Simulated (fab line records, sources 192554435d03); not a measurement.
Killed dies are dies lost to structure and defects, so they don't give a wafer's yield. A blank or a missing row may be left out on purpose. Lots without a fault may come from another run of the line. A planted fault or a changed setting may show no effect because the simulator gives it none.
Chamber matching | flow n5_finfet | N5_BEOL_M1_ILD_DEP_00 on pecvd-03: 3 sister chambers
The step deposits SiOC from DEMS/O2, target thk 79 nm, time 15.3 s. 24 wafers are shown with their chamber, then 12 later ones without.

WAFERS WITH THEIR CHAMBER
wafer  | chamber | showerhead_vpp_V (V) | throttle_valve_pct (%) | showerhead_plenum_p_Torr (Torr)
L075.2 | 0       | 1366                 | 11.2                   | 5.736
L075.3 | 2       | 1284                 | 11.9                   | 5.706
L075.6 | 1       | 1414                 | 12.8                   | 5.698
L078.2 | 0       | 1395                 | 11.1                   | 5.728
L078.3 | 1       | 1394                 | 13.3                   | 5.698
L078.5 | 0       | 1373                 | 11.0                   | 5.721
L079.1 | 0       | 1361                 | 11.2                   | 5.741
L079.5 | 0       | 1363                 | 11.3                   | 5.733
L079.6 | 2       | 1309                 | 12.4                   | 5.702
L080.1 | 2       | 1297                 | 12.3                   | 5.702
L080.3 | 0       | 1371                 | 11.3                   | 5.731
L080.5 | 0       | 1366                 | 11.2                   | 5.746
L081.1 | 0       | 1375                 | 11.2                   | 5.729
L081.2 | 2       | 1295                 | 12.3                   | 5.709
L081.4 | 0       | 1359                 | 11.1                   | 5.741
L082.2 | 2       | 1301                 | 12.0                   | 5.698
L082.3 | 1       | 1420                 | 12.8                   | 5.697
L082.4 | 2       | 1296                 | 12.3                   | 5.705
L088.1 | 0       | 1361                 | 11.3                   | 5.729
L088.4 | 0       | 1382                 | 11.0                   | 5.720
L088.5 | 0       | 1372                 | 11.1                   | 5.736
L091.2 | 0       | 1369                 | 11.4                   | 5.741
L091.3 | 0       | 1359                 | 11.3                   | 5.726
L091.5 | 1       | 1431                 | 12.8                   | 5.682

SIGNATURES (means of the wafers above)
reading                  | chamber 0 | chamber 1 | chamber 2 | scatter within a chamber
showerhead_vpp_V         | 1369.43   | 1414.75   | 1297.00   | 10.6
throttle_valve_pct       | 11.193    | 12.925    | 12.200    | 0.166
showerhead_plenum_p_Torr | 5.73271   | 5.69375   | 5.70367   | 0.0071
Rule: a wafer's distance from a chamber is the root of the sum, over the readings, of the square of ((its reading less the chamber's mean) divided by the reading's scatter). The wafer belongs to the nearest chamber; if the next one is less than 2 further off, it can't be placed. The scatter: the root of (the sum of the squares of (reading less its chamber's mean) over the shown wafers, divided by (wafers less chambers)).

WAFERS WITHOUT THEIR CHAMBER
wafer  | showerhead_vpp_V (V) | throttle_valve_pct (%) | showerhead_plenum_p_Torr (Torr)
L093.3 | 1392                 | 12.9                   | 5.682
L093.5 | 1363                 | 11.2                   | 5.732
L093.6 | 1273                 | 11.2                   | 5.700
L092.1 | 1316                 | 11.2                   | 5.712
L092.2 | 1418                 | 12.6                   | 5.706
L092.5 | 1366                 | 11.1                   | 5.728
L094.2 | 1311                 | 11.0                   | 5.689
L094.3 | 1402                 | 13.0                   | 5.699
L094.6 | 1350                 | 11.0                   | 5.740
L096.4 | 1368                 | 11.3                   | 5.733
L096.5 | 1306                 | 11.4                   | 5.696
L096.6 | 1412                 | 12.8                   | 5.680

WHICH CHAMBER EACH WENT THROUGH
wafer  | from the rows above     | in truth
L093.3 | 1                       | 1
L093.5 | 0                       | 0
L093.6 | 2                       | 2
L092.1 | can't be placed: 0 or 2 | 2
L092.2 | 1                       | 1
L092.5 | 0                       | 0
L094.2 | can't be placed: 2 or 0 | 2
L094.3 | 1                       | 1
L094.6 | 0                       | 0
L096.4 | 0                       | 0
L096.5 | 2                       | 2
L096.6 | 1                       | 1
Placed correctly: 10 of 12. Can't be placed from these rows: 2 (the true chamber is among the candidates in 2). Placed wrongly: 0.
